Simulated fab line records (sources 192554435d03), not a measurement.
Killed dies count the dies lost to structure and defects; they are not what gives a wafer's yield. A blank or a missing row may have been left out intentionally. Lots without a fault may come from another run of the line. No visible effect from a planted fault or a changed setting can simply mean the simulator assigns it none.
Matching of chambers + flow n5-finfet + rie-diel-02 running N5_GATE_CUT_ETCH_58: 4 sister chambers
The step etches SiNx in CH3F/O2, target depth 17 nm, time 128.6 s. 22 wafers are shown with their chamber, then 11 later ones without.

WAFERS WITH THEIR CHAMBER
| wafer  | chamber | drypump-motor-current-A (A) | showerhead-plenum-p-Torr (Torr) | throttle-valve-pct (%) |
|--------|---------|-----------------------------|---------------------------------|------------------------|
| L075.1 | 1       | 6.6                         | 2.02                            | 16.01                  |
| L075.2 | 0       | 6.3                         | 2.08                            | 16.15                  |
| L075.5 | 2       | 6.1                         | 1.98                            | 16.70                  |
| L076.3 | 2       | 6.1                         | 1.98                            | 16.69                  |
| L076.5 | 1       | 6.6                         | 2.02                            | 16.00                  |
| L076.6 | 2       | 6.1                         | 1.98                            | 16.70                  |
| L078.2 | 0       | 6.3                         | 2.08                            | 16.15                  |
| L078.3 | 1       | 6.6                         | 2.02                            | 16.02                  |
| L078.4 | 3       | 5.3                         | 1.96                            | 16.06                  |
| L079.2 | 3       | 5.2                         | 1.96                            | 16.06                  |
| L079.3 | 1       | 6.6                         | 2.02                            | 16.01                  |
| L079.6 | 2       | 6.1                         | 1.98                            | 16.71                  |
| L084.2 | 0       | 6.3                         | 2.08                            | 16.18                  |
| L084.3 | 2       | 6.1                         | 1.97                            | 16.71                  |
| L084.4 | 3       | 5.3                         | 1.96                            | 16.08                  |
| L085.1 | 3       | 5.2                         | 1.95                            | 16.08                  |
| L085.4 | 1       | 6.6                         | 2.02                            | 16.06                  |
| L085.5 | 2       | 6.1                         | 1.97                            | 16.72                  |
| L086.1 | 3       | 5.2                         | 1.95                            | 16.11                  |
| L086.2 | 0       | 6.3                         | 2.08                            | 16.18                  |
| L086.6 | 0       | 6.3                         | 2.08                            | 16.18                  |
| L093.2 | 3       | 5.3                         | 1.95                            | 16.13                  |

SIGNATURES, as means of the wafers listed above
| reading                  | chamber 0 | chamber 1 | chamber 2 | chamber 3 | scatter within a chamber |
|--------------------------|-----------|-----------|-----------|-----------|--------------------------|
| drypump-motor-current-A  | 6.300     | 6.600     | 6.100     | 5.250     | 0.0289                   |
| showerhead-plenum-p-Torr | 2.0800    | 2.0200    | 1.9767    | 1.9550    | 0.00397                  |
| throttle-valve-pct       | 16.1680   | 16.0200   | 16.7050   | 16.0867   | 0.0208                   |
Rule: a wafer's distance from a chamber is the root of the sum, over the readings, of the square of ((its reading less the chamber's mean) divided by the reading's scatter). If the next closest chamber is less than 2 further off than the closest, the wafer can't be placed; otherwise it belongs to the closest. The scatter is the square root of a quotient: the sum, over the shown wafers, of each reading's squared deviation from its chamber's mean, divided by wafers minus chambers.

WAFERS MISSING THEIR CHAMBER
| wafer  | drypump-motor-current-A (A) | showerhead-plenum-p-Torr (Torr) | throttle-valve-pct (%) |
|--------|-----------------------------|---------------------------------|------------------------|
| L093.3 | 6.3                         | 2.07                            | 16.21                  |
| L093.5 | 6.1                         | 1.97                            | 16.21                  |
| L094.1 | 5.2                         | 1.95                            | 16.14                  |
| L094.2 | 6.6                         | 2.01                            | 16.08                  |
| L094.3 | 6.1                         | 1.97                            | 16.21                  |
| L094.4 | 6.3                         | 2.07                            | 16.21                  |
| L094.5 | 6.0                         | 1.97                            | 16.21                  |
| L094.6 | 5.3                         | 1.95                            | 16.10                  |
| L097.3 | 6.1                         | 1.97                            | 16.22                  |
| L097.5 | 5.2                         | 1.95                            | 16.14                  |
| L097.6 | 6.3                         | 2.07                            | 16.23                  |

EACH ONE'S CHAMBER
| wafer  | from the rows above     | in truth |
|--------|-------------------------|----------|
| L093.3 | 0                       | 0        |
| L093.5 | can't be placed: 1 or 2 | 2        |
| L094.1 | 3                       | 3        |
| L094.2 | 1                       | 1        |
| L094.3 | can't be placed: 1 or 2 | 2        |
| L094.4 | 0                       | 0        |
| L094.5 | can't be placed: 2 or 1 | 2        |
| L094.6 | 3                       | 3        |
| L097.3 | can't be placed: 2 or 1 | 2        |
| L097.5 | 3                       | 3        |
| L097.6 | 0                       | 0        |
Correctly placed: 7 of 11. Can't be placed from these rows: 4 (the true chamber is among the candidates in 4). 0 placed wrongly.
